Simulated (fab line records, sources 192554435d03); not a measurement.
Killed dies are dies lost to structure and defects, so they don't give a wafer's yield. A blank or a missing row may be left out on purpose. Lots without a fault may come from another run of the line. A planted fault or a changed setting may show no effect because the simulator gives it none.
Split-lot experiment | flow n5_finfet | 7 lots, 21 wafers read, on a route of 1938 steps

THE SPLIT
At N5_BEOL_M7_ILD_DEP_00 (deposits SiCOH lowk from DEMS/porogen, target thk 179.75 nm, time 33.4 s), the setting time_s was moved away from the recipe's 33.4 s on 10 of the 21 wafers read, by -11.7% to +15.0%. The other wafers ran this setting at the recipe's value.

FROM THE SPLIT TO THE READING: what the file shows between them, 1 step
- N5_BEOL_M7_CURE_74: cures SiCOH lowk, time 240 s

THE READING
M7_ILD_THK, in nm, at N5_BEOL_M7_THK_MEAS_01. Fault-free wafers of this fab line usually give 155.2 nm, standard deviation 1.7 nm.

wafer  | tool, chamber at the split | time_s as run, s | against the recipe | M7_ILD_THK, nm | against lot-mates on the recipe
L076.2 | pecvd-02, 0                | 38.4             | +15.0%             | 176.5          | +19.7
L076.4 | pecvd-02, 0                | 38.4             | +15.0%             | 181.3          | +24.5
L076.6 | pecvd-02, 1                | 33.4             | recipe             | 156.8          | -
L081.2 | pecvd-01, 2                | 33.4             | recipe             | 153.8          | -
L081.3 | pecvd-01, 1                | 29.48            | -11.7%             | 136.9          | -16.9
L081.5 | pecvd-01, 0                | 29.48            | -11.7%             | 138.2          | -15.6
L083.2 | pecvd-04, 2                | 33.4             | recipe             | 154.8          | -
L083.5 | pecvd-04, 2                | 35.54            | +6.4%              | 165.4          | +9.3
L083.6 | pecvd-04, 1                | 33.4             | recipe             | 157.4          | -
L084.1 | pecvd-01, 2                | 33.4             | recipe             | 155.4          | -
L084.2 | pecvd-01, 0                | 33.4             | recipe             | 152.7          | -
L084.5 | pecvd-01, 0                | 36.76            | +10.1%             | 172.3          | +18.2
L087.1 | pecvd-04, 1                | 29.65            | -11.2%             | 139.8          | -17.4
L087.4 | pecvd-04, 2                | 29.65            | -11.2%             | 139.2          | -18.0
L087.6 | pecvd-04, 1                | 33.4             | recipe             | 157.2          | -
L097.2 | pecvd-04, 0                | 37.26            | +11.6%             | 172.2          | +17.2
L097.4 | pecvd-04, 0                | 37.26            | +11.6%             | 175.4          | +20.4
L097.6 | pecvd-04, 2                | 33.4             | recipe             | 155.0          | -
L096.1 | pecvd-04, 0                | 33.4             | recipe             | 154.9          | -
L096.5 | pecvd-04, 0                | 33.4             | recipe             | 157.6          | -
L096.6 | pecvd-04, 2                | 33.4             | recipe             | 154.4          | -

THE FIT
A straight line over all 21 wafers: M7_ILD_THK changes by +1.54 nm for each +1% of time_s; r = +0.99; the points scatter about the line by 1.6 nm.
The same after taking each lot's own level away (the mean of its wafers on the recipe; 21 wafers): +1.52 nm for each +1%; r = +0.99; scatter 1.6 nm.
On that fit, the largest move of time_s shifts the reading by 23 nm.
The lots' own levels span 153.80 to 157.20 nm, that is 2.0 times the standard deviation above.
So the lot-to-lot level changes the slope little: the two slopes agree.
Check: with one of the wafers moved furthest among these (+15.0%) left out of the fit, the line predicts +23.9 nm for it against its lot-mates. It came out at +19.7 nm against them.

OTHER SPLITS ON THESE WAFERS
These wafers also went through other splits before the reading. Each is held against what the fit with the lots' levels taken away leaves over:
other split on the same wafers | wafers away from the commonest value | r with M7_ILD_THK (lot level and that fit taken away)
N5_BEOL_M6_EXPOSE_08 dose_mj   | 7                                    | +0.51

THE WHOLE CHAIN: every reading that the file lists as answering this split, in the file's order
step                   | what it does                                                             | reading                                                                                  | change (the file's fit)              | r (the file's)
N5_BEOL_M7_ILD_DEP_00  | deposits SiCOH lowk from DEMS/porogen, target thk 179.75 nm, time 33.4 s | SiCOH_lowk_of_BEOL_M7_ILD_DEP_00.thk_nm (the simulator's own value, which no gauge read) | +1.76 nm for each +1% of the setting | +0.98
N5_BEOL_M7_CURE_74     | cures SiCOH lowk, time 240 s                                             | SiCOH_lowk_of_BEOL_M7_ILD_DEP_00.thk_nm (the simulator's own value, which no gauge read) | +1.54 nm for each +1% of the setting | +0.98
N5_BEOL_M7_THK_MEAS_01 |                                                                          | M7_ILD_THK                                                                               | +1.55 for each +1% of the setting    | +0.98

THE FILE'S OWN FIT
M7_ILD_THK changes by +1.55 nm for each +1% of time_s, r = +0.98.
